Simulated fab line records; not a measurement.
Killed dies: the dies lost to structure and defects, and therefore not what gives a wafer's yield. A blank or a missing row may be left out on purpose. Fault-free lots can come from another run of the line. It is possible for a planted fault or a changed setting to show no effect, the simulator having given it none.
Chamber matching / flow nand_harc / NHARC_P_M1_CMP_23 on cmp-02: 4 sister chambers
The step polishes, t overpolish 20 s, target thk 157.82 nm. 8 wafers are shown with their chamber, then 10 later ones without.

## WAFERS PAIRED WITH THEIR CHAMBERS
wafer=L079.2; chamber=2; motor_current_A (A)=11.3; time_to_endpoint_s (s)=33.3
wafer=L088.3; chamber=3; motor_current_A (A)=13.7; time_to_endpoint_s (s)=30.0
wafer=L088.4; chamber=1; motor_current_A (A)=13.2; time_to_endpoint_s (s)=25.2
wafer=L089.2; chamber=0; motor_current_A (A)=12.4; time_to_endpoint_s (s)=26.1
wafer=L089.3; chamber=1; motor_current_A (A)=13.0; time_to_endpoint_s (s)=25.3
wafer=L089.6; chamber=3; motor_current_A (A)=14.1; time_to_endpoint_s (s)=24.6
wafer=L092.1; chamber=0; motor_current_A (A)=12.9; time_to_endpoint_s (s)=27.4
wafer=L092.2; chamber=2; motor_current_A (A)=10.5; time_to_endpoint_s (s)=32.2

## WAFERS WITHOUT THEIR CHAMBER
wafer=L092.6; motor_current_A (A)=14.7; time_to_endpoint_s (s)=28.1
wafer=L096.1; motor_current_A (A)=10.7; time_to_endpoint_s (s)=30.4
wafer=L096.3; motor_current_A (A)=12.5; time_to_endpoint_s (s)=24.9
wafer=L096.4; motor_current_A (A)=12.6; time_to_endpoint_s (s)=25.3
wafer=L097.1; motor_current_A (A)=12.6; time_to_endpoint_s (s)=28.8
wafer=L097.3; motor_current_A (A)=12.3; time_to_endpoint_s (s)=27.1
wafer=L097.4; motor_current_A (A)=13.8; time_to_endpoint_s (s)=26.7
wafer=L097.2; motor_current_A (A)=10.3; time_to_endpoint_s (s)=32.3
wafer=L097.5; motor_current_A (A)=10.3; time_to_endpoint_s (s)=30.5
wafer=L097.6; motor_current_A (A)=12.6; time_to_endpoint_s (s)=24.9

## THE CHAMBER EACH PASSED THROUGH
wafer=L092.6; from the rows above=3; in truth=3
wafer=L096.1; from the rows above=2; in truth=2
wafer=L096.3; from the rows above=can't be placed: 0 or 1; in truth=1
wafer=L096.4; from the rows above=can't be placed: 0 or 1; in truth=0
wafer=L097.1; from the rows above=can't be placed: 0 or 1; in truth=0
wafer=L097.3; from the rows above=can't be placed: 0 or 1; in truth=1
wafer=L097.4; from the rows above=can't be placed: 3 or 1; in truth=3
wafer=L097.2; from the rows above=2; in truth=2
wafer=L097.5; from the rows above=2; in truth=2
wafer=L097.6; from the rows above=can't be placed: 0 or 1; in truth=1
Correctly placed: 4 of 10. From these rows, 6 cannot be placed; in 6 the true chamber is one of the candidates. Number placed wrongly: 0.
How it was worked out, from the rows above alone: a wafer's distance from a chamber is the root of the sum, over the readings, of the square of ((its reading less the chamber's mean) divided by the reading's scatter). The wafer belongs to the nearest chamber; if the next one is less than 2 further off, it can't be placed. A chamber's mean is the mean of its shown wafers. The scatter: the root of (the sum of the squares of (reading less its chamber's mean) over the shown wafers, divided by (wafers less chambers)).
